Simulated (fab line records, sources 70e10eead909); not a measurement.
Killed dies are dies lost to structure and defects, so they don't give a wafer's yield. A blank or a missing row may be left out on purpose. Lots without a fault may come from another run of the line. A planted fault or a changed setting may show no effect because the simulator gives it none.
Chamber matching | flow nand_harc | NHARC_THIN_TSV_CMP_21 on cmp-04: 4 sister chambers
The step polishes, t overpolish 30 s, target thk 2000 nm. 16 wafers are shown with their chamber, then 7 later ones without.

WAFERS WITH THEIR CHAMBER
wafer  | chamber | motor_current_A (A) | overpolish_run_s (s)
L954.2 | 2       | 11.2                | 29.996
L954.4 | 0       | 12.6                | 30.009
L954.6 | 3       | 11.4                | 29.994
L956.1 | 1       | 12.0                | 29.997
L956.2 | 2       | 11.3                | 29.997
L956.6 | 2       | 12.4                | 29.999
L959.1 | 2       | 11.8                | 30.001
L959.6 | 1       | 12.4                | 30.005
L967.1 | 2       | 11.8                | 29.993
L967.5 | 1       | 11.7                | 29.987
L967.6 | 2       | 11.7                | 29.995
L968.1 | 2       | 11.9                | 30.015
L968.3 | 1       | 11.8                | 29.998
L968.6 | 1       | 11.3                | 30.007
L969.2 | 2       | 11.4                | 30.013
L969.5 | 0       | 12.7                | 29.995

SIGNATURES (means of the wafers above)
reading          | chamber 0 | chamber 1 | chamber 2 | chamber 3 | scatter within a chamber
motor_current_A  | 12.650    | 11.840    | 11.688    | 11.400    | 0.377
overpolish_run_s | 30.00200  | 29.99880  | 30.00113  | 29.99400  | 0.00833
Rule: a wafer's distance from a chamber is the root of the sum, over the readings, of the square of ((its reading less the chamber's mean) divided by the reading's scatter). The wafer belongs to the nearest chamber; if the next one is less than 2 further off, it can't be placed. The scatter: the root of (the sum of the squares of (reading less its chamber's mean) over the shown wafers, divided by (wafers less chambers)).

WAFERS WITHOUT THEIR CHAMBER
wafer  | motor_current_A (A) | overpolish_run_s (s)
L969.6 | 11.6                | 30.000
L970.2 | 11.7                | 29.995
L970.4 | 13.5                | 29.988
L970.5 | 12.4                | 30.006
L973.1 | 11.8                | 29.999
L973.2 | 12.1                | 30.010
L973.6 | 11.4                | 30.017

WHICH CHAMBER EACH WENT THROUGH
wafer  | from the rows above               | in truth
L969.6 | can't be placed: 2 or 1 or 3      | 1
L970.2 | can't be placed: 1 or 2 or 3      | 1
L970.4 | can't be placed: 0 or 1           | 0
L970.5 | can't be placed: 0 or 1 or 2      | 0
L973.1 | can't be placed: 1 or 2 or 3      | 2
L973.2 | can't be placed: 1 or 2 or 0 or 3 | 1
L973.6 | can't be placed: 2 or 1 or 3 or 0 | 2
Placed correctly: 0 of 7. Can't be placed from these rows: 7 (the true chamber is among the candidates in 7). Placed wrongly: 0.
